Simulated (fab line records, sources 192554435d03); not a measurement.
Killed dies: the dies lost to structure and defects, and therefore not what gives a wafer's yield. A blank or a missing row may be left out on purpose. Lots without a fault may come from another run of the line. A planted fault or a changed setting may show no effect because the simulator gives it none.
fab line records / flow n5Finfet
[record] lots = 4 wafers = 10 lastDay = 16
route steps=1938 shown GATE_CUT@465
lots untouched by any fault: they come from a run of this same line in which no faults occurred
startH: the number of hours between the record's first day and the start of the first shown wafer of the lot / waitH: time in hours since the lot's previous step / " repeats the value in the row above / L1.1+2: a row that stands for several wafers / - value missing, or start not given / * or withheld: withheld / < > ~ a bound
route shown NAME@n: a module of which the file shows steps, and the number in the route of the first / usual: the fault-free wafers' mean and standard deviation / same: alike in all rows / chamber/n: place in a boat / sites: readings site by site / _std_site: how widely they spread, as a standard deviation / _edge_site: outer sites' mean less inner sites' / radiusMm: for every site, how far away it sits from the centre of the wafer / mask NAME#n: copy n / behind: tool/chamber where the wafer was last shaped / hold: why the lot went on hold/how many hours it stayed there/how the hold came to an end / device: transistor that didn't switch, given as n, p or np / end of line: the route-end tests of the same wafers / for a step that has no rows: nothing shown but its recipe / killed: not the wafer's yield, but the dies lost to structure and defects at the first sort / map: per-die view of a wafer (x killed, . not killed, _ where there is no die)
set.NAME: setting as actually run; set.NAME@STEP: the setting as run at that earlier step / model.NAME: the simulator's own value behind a step, which no gauge read
a table for each step, a row for each wafer; lots at some steps of the route
services: when a tool's chamber went out of use (startH, in hours from the record's first day, below 0 if earlier), for how many hours, and the reason
[[steps]]
[step N5_GATE_CUT_ETCHBACK_00]
[recipe] chemistry = SF6/Cl2 target = W pressureMtorr = 8 icpW = 900 biasW = 80 SF6_flow_sccm = 40 Cl2_flow_sccm = 60
[step N5_GATE_CUT_ETCH_56]
[recipe] chemistry = Cl2/Ar target = TiN targetDepthA = 216 pressureMtorr = 10 icpW = 600 biasW = 60 Cl2_flow_sccm = 40 Ar_flow_sccm = 60
[step N5_GATE_CUT_ETCHBACK_30]
[recipe] chemistry = Cl2/Ar target = TiN targetDepthA = 30 mode = isotropic pressureMtorr = 10 icpW = 600 biasW = 60 Cl2_flow_sccm = 40 Ar_flow_sccm = 60
[step N5_GATE_CUT_VAPOR_ETCH_60]
[recipe] chemistry = BCl3/Cl2 target = HfO2 mode = isotropic
[step N5_GATE_CUT_ETCH_58]
[recipe] chemistry = CH3F/O2 target = SiNx targetDepthA = 170 timeS = 128.6 ionEnergyEv = 50 pressureMtorr = 30 sourceW = 415 biasW = 21 Ar_flow_sccm = 150 CH3F_flow_sccm = 30 O2_flow_sccm = 20
[step N5_GATE_CUT_STRIP_59]
[recipe] chemistry = N2/H2 timeS = 20 powerW = 100 tempC = 40 pressureMtorr = 100 rfFrequencyHz = 6e+07 biasPowerW = 3 n2FlowSccm = 300 h2FlowSccm = 300
[step N5_GATE_CUT_PRECLEAN_31]
[recipe] tempC = 23 chemistry = DIW timeS = 300
[step N5_GATE_CUT_SRD_32]
[recipe] timeS = 30 tempC = 23 rinseLiquid = diw dry = ipaMarangoni
[step N5_GATE_CUT_SAC_CAP_01]
[recipe] material = SiNx targetThkA = 240 tempC = 400 aldPrecursorFamily = SiH2I2 aldCoReactant = N2/H2-plasma pulseTimeS = 1 aldCycles = 480 purgeTimeS = 2 coReactantPurgeTimeS = 2 pressureTorr = 2
[step N5_GATE_CUT_PECVD_57]
[recipe] material = SiNx targetThkA = 210 tempC = 400 precursor = SiH4/NH3/N2 pressureTorr = 1.5 rfW = 300
[step N5_GATE_CUT_CMP_02]
[recipe] stopOn = SiO2 tOverpolishS = 12.7 postCmpClean = alkalineBrush downForcePsi = 2.5 platenRpm = 51.8 padVelocityMS = 1.0307 targetThkNm = 0
[step N5_GATE_CUT_HM_DEP_46]
[recipe] material = SiO2 targetThkA = 1300 tempC = 400 precursor = TEOS/O2 pressureTorr = 6.5 rfW = 900 teosFlowSccm = 161.4 gas = O2 flowSccm = 2650 timeS = 26.6
[usual] chamberPressureTorr = 6.499/0.016 heaterPowerOuterW = 321/55 heaterPowerW = 576/86 showerheadPlenumPTorr = 8.36/0.04 throttleValvePct = 18.9/0.96
lot.wafer=L712.1 tool=pecvd-01 chamber=1 startH=83.42 waitH=0.0 chamberPressureTorr=6.494 heaterPowerOuterW=327 heaterPowerW=555 showerheadPlenumPTorr=8.41 throttleValvePct=18.9 model.SiO2_of_GATE_CUT_HM_DEP_46.thkNm=130.2
lot.wafer=L712.2 tool=pecvd-01 chamber=2 startH=83.42 waitH=0.0 chamberPressureTorr=6.475 heaterPowerOuterW=336 heaterPowerW=533 showerheadPlenumPTorr=8.39 throttleValvePct=19.1 model.SiO2_of_GATE_CUT_HM_DEP_46.thkNm=129.2
lot.wafer=L712.6 tool=pecvd-01 chamber=2 startH=83.42 waitH=0.0 chamberPressureTorr=6.485 heaterPowerOuterW=237 heaterPowerW=410 showerheadPlenumPTorr=8.41 throttleValvePct=19.4 model.SiO2_of_GATE_CUT_HM_DEP_46.thkNm=131
lot.wafer=L723.1 tool=pecvd-01 chamber=1 startH=149.52 waitH=0.0 chamberPressureTorr=6.501 heaterPowerOuterW=351 heaterPowerW=600 showerheadPlenumPTorr=8.39 throttleValvePct=18.3 model.SiO2_of_GATE_CUT_HM_DEP_46.thkNm=138.6
lot.wafer=L723.5 tool=pecvd-01 chamber=0 startH=149.52 waitH=0.0 chamberPressureTorr=6.504 heaterPowerOuterW=378 heaterPowerW=703 showerheadPlenumPTorr=8.40 throttleValvePct=20.2 model.SiO2_of_GATE_CUT_HM_DEP_46.thkNm=142.4
lot.wafer=L725.4 tool=pecvd-01 chamber=1 startH=165.18 waitH=0.1 chamberPressureTorr=6.513 heaterPowerOuterW=371 heaterPowerW=613 showerheadPlenumPTorr=8.36 throttleValvePct=18.8 model.SiO2_of_GATE_CUT_HM_DEP_46.thkNm=130.8
lot.wafer=L725.5 tool=pecvd-01 chamber=0 startH=165.18 waitH=0.1 chamberPressureTorr=6.503 heaterPowerOuterW=328 heaterPowerW=648 showerheadPlenumPTorr=8.41 throttleValvePct=20.3 model.SiO2_of_GATE_CUT_HM_DEP_46.thkNm=141.6
lot.wafer=L733.3 tool=pecvd-02 chamber=0 startH=210.34 waitH=0.0 chamberPressureTorr=6.520 heaterPowerOuterW=393 heaterPowerW=633 showerheadPlenumPTorr=8.34 throttleValvePct=19.1 model.SiO2_of_GATE_CUT_HM_DEP_46.thkNm=130.4
lot.wafer=L733.5 tool=pecvd-02 chamber=1 startH=210.34 waitH=0.0 chamberPressureTorr=6.504 heaterPowerOuterW=314 heaterPowerW=573 showerheadPlenumPTorr=8.30 throttleValvePct=19.8 model.SiO2_of_GATE_CUT_HM_DEP_46.thkNm=128.8
lot.wafer=L733.6 tool=pecvd-02 chamber=2 startH=210.34 waitH=0.0 chamberPressureTorr=6.483 heaterPowerOuterW=258 heaterPowerW=438 showerheadPlenumPTorr=8.32 throttleValvePct=17.2 model.SiO2_of_GATE_CUT_HM_DEP_46.thkNm=131.8
[step N5_GATE_CUT_COAT_34]
[recipe] resist = SOC tempC = 250 timeS = 60 spinRpm = 1500 resistThkNm = 60
[step N5_GATE_CUT_COAT_35]
[recipe] resist = SiARC tempC = 220 timeS = 60 spinRpm = 1500 resistThkNm = 10
[step N5_GATE_CUT_COAT_27]
[recipe] resist = underlayer tempC = 205 timeS = 60 spinRpm = 1500 resistThkNm = 10
[step N5_GATE_CUT_COAT_07]
[recipe] resist = CAR-EUV spinRpm = 1500 resistThkNm = 30
[step N5_GATE_CUT_EBR_09]
[recipe] solvent = PGMEA ebrWidthMm = 1.5
[step N5_GATE_CUT_SOFTBAKE_08]
[recipe] tempC = 110 timeS = 60 resist = CAR-EUV
[step N5_GATE_CUT_EXPOSE_10]
[recipe] maskId = GATE_CUT na = 0.33 sourceShape = annular sigmaInner = 0.35 sigmaOuter = 0.8 polarization = unpolarized targetCdNm = 20 doseMj = 43.25
[step N5_GATE_CUT_PEB_11]
[recipe] pebTempC = 100 pebTimeS = 60 resist = CAR-EUV
[step N5_GATE_CUT_DEVELOP_12]
[recipe] developTimeS = 30 developer = TMAH resist = CAR-EUV rinseLiquid = surfactantRinse dry = airSpin devTempC = 23
[step N5_GATE_CUT_DESCUM_18]
[recipe] chemistry = O2 timeS = 7 sourcePowerW = 50 biasPowerW = 20 pressureMtorr = 20 rfFrequencyHz = 2.712e+07 tempC = 40 resist = CAR-EUV o2FlowSccm = 225
[step N5_GATE_CUT_ETCH_28]
[recipe] chemistry = N2/H2 target = underlayer targetDepthA = 130 maskMaterial = CAR-EUV timeS = 10.4 ionEnergyEv = 200 pressureMtorr = 30 sourceW = 840 biasW = 150 n2FlowSccm = 200 h2FlowSccm = 200 ends = cleared
[step N5_GATE_CUT_ETCH_36]
[recipe] chemistry = CF4 target = SiARC targetDepthA = 130 maskMaterial = CAR-EUV timeS = 21.7 ionEnergyEv = 80 pressureMtorr = 40 sourceW = 545 biasW = 36 Ar_flow_sccm = 100 cf4FlowSccm = 100 ends = cleared
[step N5_GATE_CUT_ETCH_37]
[recipe] chemistry = N2/H2 target = SOC targetDepthA = 600 overetchA = 120 maskMaterial = SiARC tempC = 40 timeS = 90 ionEnergyEv = 200 pressureMtorr = 30 sourceW = 840 biasW = 150 n2FlowSccm = 200 h2FlowSccm = 200
[step N5_GATE_CUT_STRIP_38]
[recipe] chemistry = N2/H2 tempC = 40 n2FlowSccm = 200 h2FlowSccm = 200 rfFrequencyHz = 6e+07
[step N5_GATE_CUT_STRIP_39]
[recipe] chemistry = N2/H2 tempC = 40 n2FlowSccm = 200 h2FlowSccm = 200 rfFrequencyHz = 6e+07
[step N5_GATE_CUT_HM_OPEN_40]
[recipe] chemistry = C4F6/O2 target = SiO2 maskMaterial = SiARC targetDepthA = 1390 timeS = 85.1 ionEnergyEv = 250 pressureMtorr = 30 sourceW = 345 biasW = 185 Ar_flow_sccm = 300 C4F6_flow_sccm = 10 O2_flow_sccm = 10 ends = cleared
[usual] C4F6_flow_sccm = 10.00/0.031 drypumpMotorCurrentA = 5.6/0.37 etchRfOnTimeS = 94.0/2.8 oesProductAu = 0.72/0.081 rfVppV = 666/15 showerheadPlenumPTorr = 2.91/0.053 throttleValvePct = 20.83/0.21
lot.wafer=L712.1 tool=rieDiel-01 chamber=2 startH=84.12 waitH=0.0 C4F6_flow_sccm=10.03 drypumpMotorCurrentA=5.8 etchRfOnTimeS=92.3 oesProductAu=0.85 rfHoursCounterH=10 rfVppV=668 showerheadPlenumPTorr=2.82 throttleValvePct=21.12 model.etch.depthNm=130.1 model.SOC_of_GATE_CUT_COAT_34.thkNm=31.8
lot.wafer=L712.2 tool=rieDiel-01 chamber=1 startH=84.12 waitH=0.0 C4F6_flow_sccm=10.04 drypumpMotorCurrentA=5.7 etchRfOnTimeS=93.9 oesProductAu=0.80 rfHoursCounterH=29 rfVppV=676 showerheadPlenumPTorr=3.00 throttleValvePct=20.77 model.etch.depthNm=129.3 model.SOC_of_GATE_CUT_COAT_34.thkNm=32.6
lot.wafer=L712.6 tool=rieDiel-01 chamber=1 startH=84.12 waitH=0.0 C4F6_flow_sccm=10.02 drypumpMotorCurrentA=5.7 etchRfOnTimeS=96.1 oesProductAu=0.80 rfHoursCounterH=- rfVppV=677 showerheadPlenumPTorr=3.00 throttleValvePct=20.76 model.etch.depthNm=130.9 model.SOC_of_GATE_CUT_COAT_34.thkNm=32
lot.wafer=L723.1 tool=rieDiel-04 chamber=0 startH=150.42 waitH=0.0 C4F6_flow_sccm=9.99 drypumpMotorCurrentA=5.4 etchRfOnTimeS=99.7 oesProductAu=0.67 rfHoursCounterH=160 rfVppV=659 showerheadPlenumPTorr=2.96 throttleValvePct=20.95 model.etch.depthNm=138.6 model.SOC_of_GATE_CUT_COAT_34.thkNm=31.8
lot.wafer=L723.5 tool=rieDiel-04 chamber=2 startH=150.42 waitH=0.0 C4F6_flow_sccm=10.00 drypumpMotorCurrentA=6.0 etchRfOnTimeS=100.6 oesProductAu=0.62 rfHoursCounterH=- rfVppV=650 showerheadPlenumPTorr=2.90 throttleValvePct=21.20 model.etch.depthNm=142.5 model.SOC_of_GATE_CUT_COAT_34.thkNm=29.8
lot.wafer=L725.4 tool=rieDiel-05 chamber=1 startH=165.92 waitH=0.0 C4F6_flow_sccm=9.98 drypumpMotorCurrentA=5.6 etchRfOnTimeS=94.3 oesProductAu=0.79 rfHoursCounterH=- rfVppV=655 showerheadPlenumPTorr=2.93 throttleValvePct=20.89 model.etch.depthNm=130.7 model.SOC_of_GATE_CUT_COAT_34.thkNm=33.4
lot.wafer=L725.5 tool=rieDiel-05 chamber=0 startH=165.92 waitH=0.0 C4F6_flow_sccm=10.00 drypumpMotorCurrentA=5.0 etchRfOnTimeS=99.7 oesProductAu=0.65 rfHoursCounterH=- rfVppV=656 showerheadPlenumPTorr=2.95 throttleValvePct=20.92 model.etch.depthNm=141.5 model.SOC_of_GATE_CUT_COAT_34.thkNm=30.6
lot.wafer=L733.3 tool=rieDiel-05 chamber=1 startH=212.74 waitH=0.0 C4F6_flow_sccm=9.98 drypumpMotorCurrentA=5.6 etchRfOnTimeS=96.5 oesProductAu=0.75 rfHoursCounterH=55 rfVppV=654 showerheadPlenumPTorr=2.92 throttleValvePct=20.92 model.etch.depthNm=130.4 model.SOC_of_GATE_CUT_COAT_34.thkNm=33.2
lot.wafer=L733.5 tool=rieDiel-05 chamber=0 startH=212.74 waitH=0.0 C4F6_flow_sccm=9.97 drypumpMotorCurrentA=5.0 etchRfOnTimeS=92.9 oesProductAu=0.63 rfHoursCounterH=- rfVppV=655 showerheadPlenumPTorr=2.95 throttleValvePct=20.91 model.etch.depthNm=128.8 model.SOC_of_GATE_CUT_COAT_34.thkNm=33
lot.wafer=L733.6 tool=rieDiel-05 chamber=1 startH=212.74 waitH=0.0 C4F6_flow_sccm=9.98 drypumpMotorCurrentA=5.6 etchRfOnTimeS=97.6 oesProductAu=0.76 rfHoursCounterH=- rfVppV=653 showerheadPlenumPTorr=2.92 throttleValvePct=20.92 model.etch.depthNm=131.9 model.SOC_of_GATE_CUT_COAT_34.thkNm=33
[step N5_GATE_CUT_STRIP_41]
[recipe] chemistry = CF4 resist = SiARC powerW = 300 biasPowerW = 75 pressureMtorr = 50 cf4FlowSccm = 150 rfFrequencyHz = 6e+07
[step N5_GATE_CUT_STRIP_42]
[recipe] chemistry = O2 powerW = 400 tempC = 40 pressureMtorr = 30 rfFrequencyHz = 6e+07 biasPowerW = 0 overashFraction = 0.3 o2FlowSccm = 225
[step N5_GATE_CUT_ETCH_19]
[recipe] chemistry = CH3F/O2 target = SiNx maskMaterial = SiO2 targetDepthA = 537 timeS = 76.7 pressureMtorr = 30 sourceW = 395 biasW = 73 Ar_flow_sccm = 150 CH3F_flow_sccm = 30 O2_flow_sccm = 20 ionEnergyEv = 120 ends = cleared
[step N5_GATE_CUT_CUT_ETCH_53]
[recipe] chemistry = SF6/Cl2 target = W maskMaterial = SiO2 targetDepthA = 792 pressureMtorr = 8 icpW = 900 biasW = 80 SF6_flow_sccm = 40 Cl2_flow_sccm = 60 ends = cleared
[step N5_GATE_CUT_CUT_ETCH_54]
[recipe] chemistry = Cl2/BCl3 target = TiN maskMaterial = SiO2 targetDepthA = 967 pressureMtorr = 10 icpW = 1000 biasW = 126 Cl2_flow_sccm = 53.25 bcl3FlowSccm = 21.75 Ar_flow_sccm = 25 ends = cleared
[step N5_GATE_CUT_CUT_ETCH_55]
[recipe] chemistry = BCl3 target = HfO2 maskMaterial = SiO2 targetDepthA = 32 ionEnergyEv = 30 pressureMtorr = 5 icpW = 450 biasW = 18 bcl3FlowSccm = 80
[step N5_GATE_CUT_ETCH_47]
[recipe] chemistry = Cl2/BCl3 target = SiO2 targetDepthA = 100 pressureMtorr = 10 icpW = 1000 biasW = 126 Cl2_flow_sccm = 53.25 bcl3FlowSccm = 21.75 Ar_flow_sccm = 25
[step N5_GATE_CUT_VAPOR_ETCH_48]
[recipe] chemistry = BCl3/Cl2 target = TiN mode = isotropic
[step N5_GATE_CUT_VAPOR_ETCH_49]
[recipe] chemistry = BCl3/Cl2 target = TiAlC mode = isotropic
[step N5_GATE_CUT_VAPOR_ETCH_51]
[recipe] chemistry = BCl3/Cl2 target = HfO2 mode = isotropic
[step N5_GATE_CUT_THK_MEAS_24]
[recipe] reads = SiO2_of_GATE_CUT_HM_DEP_46+SiO2_flowable_of_ILD0_FCVD_FILL_01
[usual] GC_FILL_THK = 219.7/2.2
lot.wafer=L712.1 tool=filmMetro-01 chamber=- startH=86.67 waitH=- GC_FILL_THK[nm]=219.9
lot.wafer=L712.2 tool=filmMetro-01 chamber=- startH=86.67 waitH=- GC_FILL_THK[nm]=219.0
lot.wafer=L712.6 tool=filmMetro-01 chamber=- startH=86.67 waitH=- GC_FILL_THK[nm]=219.8
lot.wafer=L723.1 tool=filmMetro-01 chamber=- startH=152.89 waitH=- GC_FILL_THK[nm]=226.1
lot.wafer=L723.5 tool=filmMetro-01 chamber=- startH=152.89 waitH=- GC_FILL_THK[nm]=232.8
lot.wafer=L725.4 tool=filmMetro-02 chamber=- startH=168.36 waitH=- GC_FILL_THK[nm]=219.9
lot.wafer=L725.5 tool=filmMetro-02 chamber=- startH=168.36 waitH=- GC_FILL_THK[nm]=230.7
lot.wafer=L733.3 tool=filmMetro-02 chamber=- startH=215.59 waitH=- GC_FILL_THK[nm]=220.1
lot.wafer=L733.5 tool=filmMetro-02 chamber=- startH=215.59 waitH=- GC_FILL_THK[nm]=217.6
lot.wafer=L733.6 tool=filmMetro-02 chamber=- startH=215.59 waitH=- GC_FILL_THK[nm]=221.1
[step N5_GATE_CUT_CMP_43]
[recipe] material = SiO2 postCmpClean = rinseOnly
[usual] motorCurrentA = 12.5/1.1 padLifeWafers = 1188/500
lot.wafer=L712.2 tool=cmp-02 chamber=0 startH=86.78 waitH=0.1 motorCurrentA=10.7 padLifeWafers=961 model.SiO2_of_GATE_CUT_HM_DEP_46.thkNm=5
lot.wafer=L712.1 tool=cmp-02 chamber=2 startH=86.78 waitH=0.1 motorCurrentA=11.5 padLifeWafers=963 model.SiO2_of_GATE_CUT_HM_DEP_46.thkNm=5
lot.wafer=L712.6 tool=cmp-02 chamber=3 startH=86.78 waitH=0.1 motorCurrentA=12.0 padLifeWafers=- model.SiO2_of_GATE_CUT_HM_DEP_46.thkNm=5
lot.wafer=L723.1 tool=cmp-01 chamber=1 startH=153.16 waitH=0.3 motorCurrentA=13.4 padLifeWafers=1617 model.SiO2_of_GATE_CUT_HM_DEP_46.thkNm=5.4
lot.wafer=L723.5 tool=cmp-01 chamber=2 startH=153.16 waitH=0.3 motorCurrentA=13.5 padLifeWafers=- model.SiO2_of_GATE_CUT_HM_DEP_46.thkNm=5.6
lot.wafer=L725.4 tool=cmp-03 chamber=2 startH=168.62 waitH=0.3 motorCurrentA=11.6 padLifeWafers=807 model.SiO2_of_GATE_CUT_HM_DEP_46.thkNm=5
lot.wafer=L725.5 tool=cmp-03 chamber=0 startH=168.62 waitH=0.3 motorCurrentA=11.9 padLifeWafers=- model.SiO2_of_GATE_CUT_HM_DEP_46.thkNm=5.6
lot.wafer=L733.3 tool=cmp-03 chamber=2 startH=215.69 waitH=0.1 motorCurrentA=11.7 padLifeWafers=1273 model.SiO2_of_GATE_CUT_HM_DEP_46.thkNm=5
lot.wafer=L733.5 tool=cmp-03 chamber=1 startH=215.69 waitH=0.1 motorCurrentA=11.1 padLifeWafers=- model.SiO2_of_GATE_CUT_HM_DEP_46.thkNm=5
lot.wafer=L733.6 tool=cmp-03 chamber=2 startH=215.69 waitH=0.1 motorCurrentA=12.3 padLifeWafers=- model.SiO2_of_GATE_CUT_HM_DEP_46.thkNm=5
[[services]]
tool=cmp-03 chamber=- startH=68.99 hours=4.0 kind=pm
tool=rieDiel-01 chamber=2 startH=78.79 hours=3.0 kind=repair
tool=cmp-02 chamber=- startH=94.82 hours=0.7 kind=repair
tool=rieDiel-01 chamber=- startH=100.88 hours=0.9 kind=repair
tool=cmp-01 chamber=- startH=102.80 hours=2.5 kind=repair
tool=cmp-03 chamber=- startH=109.17 hours=2.9 kind=repair
tool=cmp-03 chamber=- startH=118.77 hours=1.5 kind=repair
tool=cmp-01 chamber=- startH=123.45 hours=1.3 kind=repair
tool=cmp-02 chamber=- startH=123.53 hours=3.4 kind=repair
tool=rieDiel-04 chamber=0 startH=135.51 hours=2.6 kind=repair
tool=rieDiel-04 chamber=2 startH=137.67 hours=9.0 kind=repair
tool=cmp-03 chamber=- startH=142.80 hours=0.4 kind=repair
tool=pecvd-02 chamber=- startH=144.46 hours=0.7 kind=repair
tool=cmp-03 chamber=- startH=153.91 hours=0.3 kind=repair
tool=rieDiel-05 chamber=3 startH=154.00 hours=3.5 kind=repair
tool=rieDiel-04 chamber=- startH=156.29 hours=1.1 kind=repair
tool=rieDiel-04 chamber=1 startH=173.36 hours=6.0 kind=repair
tool=pecvd-01 chamber=- startH=186.49 hours=2.8 kind=pm
tool=cmp-01 chamber=- startH=186.87 hours=1.3 kind=repair
tool=cmp-02 chamber=- startH=196.66 hours=6.3 kind=pm
tool=rieDiel-05 chamber=- startH=200.69 hours=1.2 kind=repair
tool=cmp-03 chamber=- startH=201.25 hours=0.8 kind=repair
tool=rieDiel-04 chamber=3 startH=204.29 hours=12.3 kind=repair
tool=rieDiel-01 chamber=- startH=205.20 hours=14.6 kind=pm
[[key]]
[firstSign] step = N5_GATE_CUT_THK_MEAS_24 reading = GC_FILL_THK direction = up sigmas = 4.7 usual = 219.7 struck = 229.9
effect none on later readings
[modelEffect] step = N5_GATE_CUT_HM_DEP_46 value = SiO2_of_GATE_CUT_HM_DEP_46.thkNm without = 130.5 struck = 140.9
[modelEffect] step = N5_GATE_CUT_HM_OPEN_40 value = etch.depthNm without = 130.5 struck = 140.9
[modelEffect] step = N5_GATE_CUT_CMP_43 value = SiO2_of_GATE_CUT_HM_DEP_46.thkNm without = 5 struck = 5.533
metAt N5_GATE_CUT_HM_DEP_46
struckWafers L723.1,L723.5,L725.5
testerLeftOut L723,L725
onsetBetween 83.42 149.52
[fault] kind = processParameterDrift tool = pecvd-01 chamber = - onsetH = 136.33 steps = N5_GATE_CUT_HM_DEP_46 channel = timeS offset = * shape = step endH = 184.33 scope = struckWafersOnly actsIn = * stated = *
// testerLeftOut: of these lots the tester's yield and bins aren't shown, on N5 and GAA mostly nor the transistor test; their killed dies are dies lost to structure and defects alone, not to doping, threshold or leakage, so they don't give the yield
